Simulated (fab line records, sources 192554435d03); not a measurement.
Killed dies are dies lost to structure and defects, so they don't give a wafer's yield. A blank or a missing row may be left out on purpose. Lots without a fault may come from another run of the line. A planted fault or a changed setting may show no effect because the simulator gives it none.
fab line records | flow n5_finfet
record lots=10 wafers=29 last_day=16
route steps=1938 shown BEOL_M6@1197 PASSIVATION@1936
lots that met no fault: from a run of the same line without faults
start_h: hours from the record's first day to the start of the lot's first wafer shown | wait_h: hours since the lot's step before | " the same as in the row above | L1.1+2: a row that stands for several wafers | - no value, or no start given | * or withheld: withheld | < > ~ a bound
route shown NAME@n: a module of which the file shows steps, and the number in the route of the first | usual: mean/standard deviation of fault-free wafers | same: alike in all rows | chamber/n: place in a boat | sites: the reading at each site | _std_site: their standard deviation | _edge_site: outer sites' mean less inner sites' | radius_mm: how far each site lies from the wafer's centre | mask NAME#n: copy n | behind: the tool/chamber that last shaped the wafer | hold: why the lot was held/for how many hours/how that ended | device: the transistor (n, p or np) that didn't switch | end of line: the same wafers' tests at the end of the route | a step without rows: its recipe alone | killed: dies lost to structure and defects at the first sort, not the wafer's yield | map: a wafer's dies, x killed, . not, _ none there
set.NAME: the setting as run; set.NAME@STEP: as run at that earlier step | model.NAME: the simulator's own value behind a step, which no gauge read
steps of the route over a sample of lots; a table a step, a row a wafer
services: from which hour (start_h, from the record's first day; less than 0 if before it) a tool's chamber was out of use, for how many hours, and why
## steps
# step N5_BEOL_M6_PECVD_70
# recipe material=SiO2 target_thk_a=200 temp_c=400 precursor=TEOS/O2 pressure_torr=5.5 rf_w=450 teos_flow_sccm=53.8 gas=O2 flow_sccm=3000 time_s=22.7
# usual heater_power_w=736/83 showerhead_plenum_p_Torr=8.80/0.065 throttle_valve_pct=22.7/1.4
# columns lot.wafer tool chamber start_h wait_h heater_power_w showerhead_plenum_p_Torr throttle_valve_pct
L902.2 pecvd-04 0 189.10 0.0 704 8.86 23.3
L902.3 " 1 " " 940 8.82 22.4
L902.5 " 0 " " 736 8.90 23.2
L903.2 pecvd-02 0 192.95 0.0 732 8.84 24.7
L903.4 " 1 " " 661 8.80 23.2
L903.6 " 2 " " 714 8.80 21.1
L905.3 pecvd-04 2 200.81 0.0 871 8.72 25.7
L905.4 " 1 " " 968 8.83 22.6
L905.5 " 2 " " 877 8.72 26.0
L907.1 pecvd-01 1 217.47 0.0 724 8.78 21.6
L907.2 " 2 " " 759 8.61 20.5
L907.5 " 1 " " 700 8.76 21.5
L909.1 pecvd-04 0 218.53 0.0 751 8.87 23.3
L909.3 " 0 " " 746 8.87 23.4
L909.6 " 0 " " 738 8.86 23.1
L911.2 pecvd-02 0 239.39 0.0 630 8.84 25.1
L911.3 " 2 " " 681 8.80 21.4
L911.6 " 1 " " 623 8.78 23.2
L912.1 pecvd-02 2 240.04 0.0 727 8.81 21.0
L912.4 " 0 " " 695 8.85 25.1
L912.5 " 2 " " 706 8.81 21.5
L913.4 pecvd-01 0 260.57 0.1 755 8.87 22.5
L913.5 " 2 " " 682 8.65 20.9
L913.6 " 1 " " 706 8.79 21.6
L920.2 pecvd-02 0 292.11 0.0 673 8.82 25.4
L920.4 " 1 " " 645 8.79 23.1
L922.2 pecvd-01 1 300.81 0.0 658 8.78 21.4
L922.4 " 0 " " 714 8.87 22.4
L922.6 " 1 " " 666 8.75 21.6
# step N5_BEOL_M6_STRIP_19
# recipe chemistry=O2 power_w=400 temp_c=40 pressure_mtorr=30 rf_frequency_hz=6e+07 bias_power_w=0 overash_fraction=0.2 o2_flow_sccm=225
# usual drypump_motor_current_A=6.0/0.5 oes_product_au=0.78/0.079 rf_vpp_V=3.7/0.59 showerhead_plenum_p_Torr=2.11/0.062 throttle_valve_pct=16.68/0.26
# columns lot.wafer tool chamber start_h wait_h drypump_motor_current_A oes_product_au rf_hours_counter_h rf_vpp_V showerhead_plenum_p_Torr throttle_valve_pct
L902.2 rie_diel-04 0 192.34 0.5 6.6 0.70 235 3.6 1.98 16.56
L902.3 " 1 " " 5.7 0.78 136 4.1 2.09 16.90
L902.5 " 0 " " 6.6 0.69 - 4.9 1.98 16.57
L903.2 rie_diel-04 3 196.71 0.4 5.7 0.72 200 3.5 2.17 16.48
L903.4 " 2 " " 5.7 0.95 2 4.2 2.15 16.10
L903.6 " 3 " " 5.7 0.72 - 3.9 2.17 16.50
L905.3 rie_diel-04 0 202.83 0.1 6.6 0.69 241 3.1 1.98 16.60
L905.4 " 3 " " 5.7 0.71 203 4.9 2.17 16.51
L905.5 " 1 " " 5.7 0.76 - 3.0 2.09 16.91
L907.1 rie_diel-04 0 219.10 0.2 6.6 0.69 248 4.2 1.98 16.58
L907.2 " 2 " " 5.8 0.92 10 4.0 2.15 16.14
L907.5 " 0 " " 6.6 0.68 - 4.2 1.98 16.59
L909.1 rie_diel-01 3 220.48 0.1 5.1 0.71 230 4.0 1.99 16.78
L909.3 " 2 " " 6.6 0.70 210 4.6 2.09 16.76
L909.6 " 3 " " 5.1 0.71 - 3.2 1.99 16.78
L911.2 rie_diel-04 1 240.76 0.1 5.7 0.75 155 3.2 2.09 16.93
L911.3 " 2 " " 5.8 0.90 18 3.2 2.14 16.17
L911.6 " 1 " " 5.7 0.76 - 3.9 2.09 16.95
L912.1 rie_diel-04 2 243.19 0.2 5.8 0.89 20 4.6 2.14 16.17
L912.4 " 1 " " 5.7 0.76 - 2.9 2.09 16.94
L912.5 " 3 " " 5.7 0.70 - 3.1 2.16 16.51
L913.4 rie_diel-01 0 261.99 0.1 5.4 0.84 81 3.6 2.12 16.94
L913.5 " 2 " " 6.6 0.68 - 3.2 2.08 16.77
L913.6 " 1 " " 6.5 0.83 - 4.4 2.13 17.03
L920.2 rie_diel-01 1 294.41 0.1 6.6 0.82 100 3.8 2.12 17.03
L920.4 " 1 " " 6.6 0.82 - 3.2 2.12 17.07
L922.2 rie_diel-05 3 302.77 0.6 5.6 0.74 173 3.5 2.19 16.88
L922.4 " 1 " " 6.3 0.87 42 2.8 2.14 16.40
L922.6 " 2 " " 6.5 0.73 - 4.0 2.08 16.78
# step N5_BEOL_M6_EXPOSE_25
# recipe mask_id=V5 na=0.33 source_shape=annular sigma_inner=0.4 sigma_outer=0.8 polarization=unpolarized target_cd_nm=40 dose_mj=45
# usual exposure_dose_mJ_cm2=44.92/0.079
# columns lot.wafer tool chamber start_h wait_h mask exposure_dose_mJ_cm2
L902.2 euv_scanner-01 0 194.43 - V5#0 44.86
L902.3 " 0 " " V5#0 44.84
L902.5 " 0 " " V5#0 44.80
L903.2 euv_scanner-01 0 196.96 - V5#0 44.87
L903.4 " 0 " " V5#0 44.91
L903.6 " 0 " " V5#0 44.89
L905.3 euv_scanner-01 0 203.44 - V5#0 44.89
L905.4 " 0 " " V5#0 44.90
L905.5 " 0 " " V5#0 44.88
L907.1 euv_scanner-01 0 221.15 - V5#0 44.85
L907.2 " 0 " " V5#0 44.87
L907.5 " 0 " " V5#0 44.91
L909.1 euv_scanner-02 0 221.34 - V5#0 45.01
L909.3 " 0 " " V5#0 45.05
L909.6 " 0 " " V5#0 45.00
L911.2 euv_scanner-02 0 241.45 - V5#0 45.05
L911.3 " 0 " " V5#0 45.04
L911.6 " 0 " " V5#0 45.10
L912.1 euv_scanner-02 0 244.42 - V5#0 44.96
L912.4 " 0 " " V5#0 44.97
L912.5 " 0 " " V5#0 44.96
L913.4 euv_scanner-01 0 262.38 - V5#0 44.83
L913.5 " 0 " " V5#0 44.87
L913.6 " 0 " " V5#0 44.89
L920.2 euv_scanner-02 0 296.16 - V5#0 44.99
L920.4 " 0 " " V5#0 44.89
L922.2 euv_scanner-02 0 304.35 - V5#0 45.01
L922.4 " 0 " " V5#0 45.05
L922.6 " 0 " " V5#0 45.01
# step N5_BEOL_M6_CD_MEAS_28
# recipe target_cd_nm=40 landing_energy_ev=500 detector=se_inlens
# usual cd_nm=40.03/0.23
# columns lot.wafer tool chamber start_h wait_h cd_nm
L902.2 cd_sem-01 0 194.56 - 40.02
L902.3 " 0 " " 40.01
L902.5 " 0 " " 39.66
L903.2 cd_sem-01 0 197.09 - 39.93
L903.4 " 0 " " 40.19
L903.6 " 0 " " 40.11
L905.3 cd_sem-03 0 203.56 - 40.12
L905.4 " 0 " " 40.41
L905.5 " 0 " " 39.97
L907.1 cd_sem-01 0 221.28 - 40.28
L907.2 " 0 " " 40.39
L907.5 " 0 " " 40.22
L909.1 cd_sem-03 0 221.47 - 40.01
L909.3 " 0 " " 39.75
L909.6 " 0 " " 39.77
L911.2 cd_sem-02 0 241.58 - 40.51
L911.3 " 0 " " 40.05
L911.6 " 0 " " 40.34
L912.1 cd_sem-01 0 244.55 - 39.93
L912.4 " 0 " " 40.10
L912.5 " 0 " " 40.17
L913.4 cd_sem-03 0 262.50 - 40.03
L913.5 " 0 " " 40.11
L913.6 " 0 " " 39.63
L920.2 cd_sem-03 0 296.28 - 43.47
L920.4 " 0 " " 40.42
L922.2 cd_sem-01 0 304.48 - 43.50
L922.4 " 0 " " 40.06
L922.6 " 0 " " 39.87
# step N5_BEOL_M6_ETCH_66
# recipe chemistry=N2/H2 target=SOC target_depth_a=800 overetch_a=160 mask_material=SiARC temp_c=40 time_s=120 ion_energy_ev=200 pressure_mtorr=30 source_w=840 bias_w=150 n2_flow_sccm=200 h2_flow_sccm=200
# usual drypump_motor_current_A=6.0/0.48 oes_product_au=0.61/0.063 rf_vpp_V=524.3/2.3 showerhead_plenum_p_Torr=2.56/0.08 throttle_valve_pct=17.71/0.27
# columns lot.wafer tool chamber start_h wait_h drypump_motor_current_A oes_product_au rf_hours_counter_h rf_vpp_V showerhead_plenum_p_Torr throttle_valve_pct
L902.2 rie_diel-04 1 195.38 0.0 5.7 0.59 138 524.3 2.55 18.11
L902.3 " 0 " " 6.6 0.53 237 517.9 2.40 17.68
L902.5 " 1 " " 5.7 0.60 - 525.1 2.55 18.12
L903.2 rie_diel-05 2 197.74 0.0 6.6 0.58 156 523.9 2.54 17.78
L903.4 " 3 " " 5.5 0.59 136 527.5 2.66 17.79
L903.6 " 0 " " 5.6 0.62 - 521.3 2.45 17.52
L905.3 rie_diel-05 3 204.21 0.0 5.5 0.59 139 526.8 2.65 17.82
L905.4 " 0 " " 5.6 0.63 96 522.6 2.45 17.51
L905.5 " 2 " " 6.6 0.58 - 522.6 2.54 17.78
L907.1 rie_diel-05 2 221.49 0.0 6.6 0.58 167 524.1 2.54 17.79
L907.2 " 3 " " 5.5 0.58 147 527.1 2.65 17.83
L907.5 " 2 " " 6.6 0.58 - 524.8 2.54 17.80
L909.1 rie_diel-04 3 221.67 0.0 5.7 0.55 211 527.4 2.62 17.59
L909.3 " 2 " " 5.7 0.69 11 526.2 2.60 17.28
L909.6 " 2 " " 5.7 0.69 - 525.6 2.60 17.31
L911.2 rie_diel-04 3 242.42 0.0 5.7 0.54 219 525.5 2.62 17.59
L911.3 " 2 " " 5.7 0.67 19 524.8 2.60 17.33
L911.6 " 2 " " 5.7 0.68 - 526.4 2.60 17.33
L912.1 rie_diel-01 1 244.85 0.0 6.6 0.64 81 525.1 2.57 18.23
L912.4 " 3 " " 5.1 0.55 - 520.3 2.40 17.82
L912.5 " 0 " " 5.5 0.65 - 525.1 2.57 18.06
L913.4 rie_diel-05 0 262.70 0.0 5.6 0.61 116 521.2 2.45 17.53
L913.5 " 1 " " 6.3 0.69 - 523.6 2.60 17.44
L913.6 " 2 " " 6.6 0.57 - 522.3 2.53 17.82
L920.2 rie_diel-01 2 296.57 0.0 6.6 0.53 237 523.3 2.50 17.81
L920.4 " 3 " " 5.2 0.78 1 527.3 2.72 17.40
L922.2 rie_diel-04 1 304.68 0.0 5.7 0.56 180 524.3 2.53 18.19
L922.4 " 0 " " 6.6 0.70 20 528.0 2.71 17.29
L922.6 " 1 " " 5.7 0.57 - 523.5 2.53 18.19
# step N5_PASSIVATION_PROBE_49
# usual defect_limited_yield=91.3/1.5 killed_at_M0_to_M3=35/10 killed_at_M4_up=13/5.3 killed_at_contacts=12/5.7 killed_at_front_end=39/11 killed_at_other=3.3/2.7 killed_dies=102/18 killed_open=67/13 killed_short=34/7.8 sort_bin_5_function=5.1/1 sort_bin_6_memory=3.3/0.68 sort_n_pass=1078/18 sort_yield_pct=91.3/1.5
# same gross_dies=1180 killed_at_back_side=0 sort_bin_4_leakage[%]=0 sort_bin_8_speed[%]=0
# columns lot.wafer tool chamber start_h wait_h defect_limited_yield[%] killed_at_M0_to_M3 killed_at_M4_up killed_at_contacts killed_at_front_end killed_at_other killed_dies killed_open killed_short sort_bin_5_function[%] sort_bin_6_memory[%] sort_n_pass sort_yield_pct[%]
L911.2 prober-02 - 334.05 0.1 91.9 46 9 9 30 2 96 59 36 5.1 2.9 1084 91.9
L911.3 prober-02 - 334.10 0.1 90.5 37 15 16 41 3 112 64 48 5.8 3.4 1068 90.5
L911.6 prober-02 - 334.25 0.3 90.0 45 16 9 42 6 118 75 41 5.3 4.4 1062 90.0
L920.2 prober-02 - 383.23 0.1 90.9 40 14 16 35 2 107 62 42 5.0 3.6 1073 90.9
L922.2 prober-01 - 389.17 0.1 92.1 22 19 10 35 7 93 57 33 4.8 2.5 1087 92.1
# killed by level:class
L911.2 BEOL_M0_SAQP:geometric_particle:short=18 STI_FIN_REVEAL:geometric_particle:open=10 BEOL_M0:geometric_particle:open=10 BEOL_M0_SAQP:geometric_particle:open=7 FIN_SAQP:geometric_particle:short=5 MOL_CONTACT_COAG:geometric_particle:open=5 FIN_SAQP:geometric_particle:open=4 MOL_CONTACT_COAG:geometric_particle:short=4
L911.3 BEOL_M0_SAQP:geometric_particle:short=17 MOL_CONTACT_COAG:geometric_particle:open=14 FIN_SAQP:geometric_particle:short=10 BEOL_M0_SAQP:geometric_particle:open=7 STARTING-WAFER:geometric_particle:open=7 FIN_SAQP:geometric_particle:open=5 STI_FIN_REVEAL:geometric_particle:open=5 BEOL_M4:geometric_particle:open=5
L911.6 STI_FIN_REVEAL:geometric_particle:open=13 BEOL_M0_SAQP:geometric_particle:short=12 BEOL_M0:geometric_particle:open=10 FIN_SAQP:geometric_particle:open=8 FIN_SAQP:geometric_particle:short=7 MOL_CONTACT_COAG:geometric_particle:open=7 BEOL_M0_SAQP:geometric_particle:open=7 BEOL_M5:geometric_particle:open=5
L920.2 MOL_CONTACT_COAG:geometric_particle:open=11 BEOL_M5:geometric_particle:open=10 FIN_SAQP:geometric_particle:short=8 BEOL_M0_SAQP:geometric_particle:open=8 BEOL_M0_SAQP:geometric_particle:short=8 BEOL_M1:geometric_particle:open=8 BEOL_M2:geometric_particle:open=6 FIN_SAQP:geometric_particle:open=5
L922.2 FIN_SAQP:geometric_particle:open=8 MOL_CONTACT_COAG:geometric_particle:open=8 FIN_SAQP:geometric_particle:short=6 GATE_CUT:geometric_particle:short=6 BEOL_M0_SAQP:geometric_particle:open=6 BEOL_M1:geometric_particle:open=6 BEOL_M4:geometric_particle:open=5 BEOL_M5:geometric_particle:open=5
## services
# columns tool chamber start_h hours kind
rie_diel-04 2 175.20 - clean
rie_diel-01 - 182.64 29.3 repair
euv_scanner-02 - 186.28 1.0 pm
euv_scanner-01 - 189.81 1.0 pm
pecvd-01 - 195.64 14.6 pm
euv_scanner-02 - 206.29 1.0 repair
rie_diel-04 2 210.03 5.3 repair
rie_diel-04 1 217.31 5.0 repair
rie_diel-01 3 221.31 4.5 repair
euv_scanner-01 - 240.13 4.6 pm
rie_diel-01 2 240.16 6.1 repair
euv_scanner-02 - 244.73 1.0 pm
euv_scanner-01 - 245.96 1.0 pm
euv_scanner-02 - 246.97 4.6 pm
pecvd-02 - 256.77 4.3 pm
rie_diel-04 1 265.61 2.8 repair
pecvd-01 0 267.79 6.9 repair
rie_diel-04 1 270.86 4.3 repair
pecvd-02 0 272.77 6.2 repair
rie_diel-04 3 283.85 4.2 repair
rie_diel-01 1 284.52 2.1 repair
euv_scanner-01 - 297.22 9.2 repair
rie_diel-04 2 298.45 3.9 repair
rie_diel-01 3 303.05 3.8 repair
## key
first_sign step=N5_BEOL_M6_CD_MEAS_28 reading=cd_nm direction=up sigmas=15 usual=40.03 struck=43.48
effect none on later readings
met_at N5_BEOL_M6_EXPOSE_25
struck_lots L920,L922
struck_wafers L920.2,L922.2
not_acting_at N5_BEOL_M6_PECVD_70,N5_BEOL_M6_STRIP_19,N5_BEOL_M6_ETCH_66
onset_between 244.42 296.16
fault kind=process_parameter_drift tool=euv_scanner-02 chamber=- onset_h=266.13 steps=N5_BEOL_M6_EXPOSE_25 channel=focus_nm offset=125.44 shape=step end_h=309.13 scope=struck_wafers_only
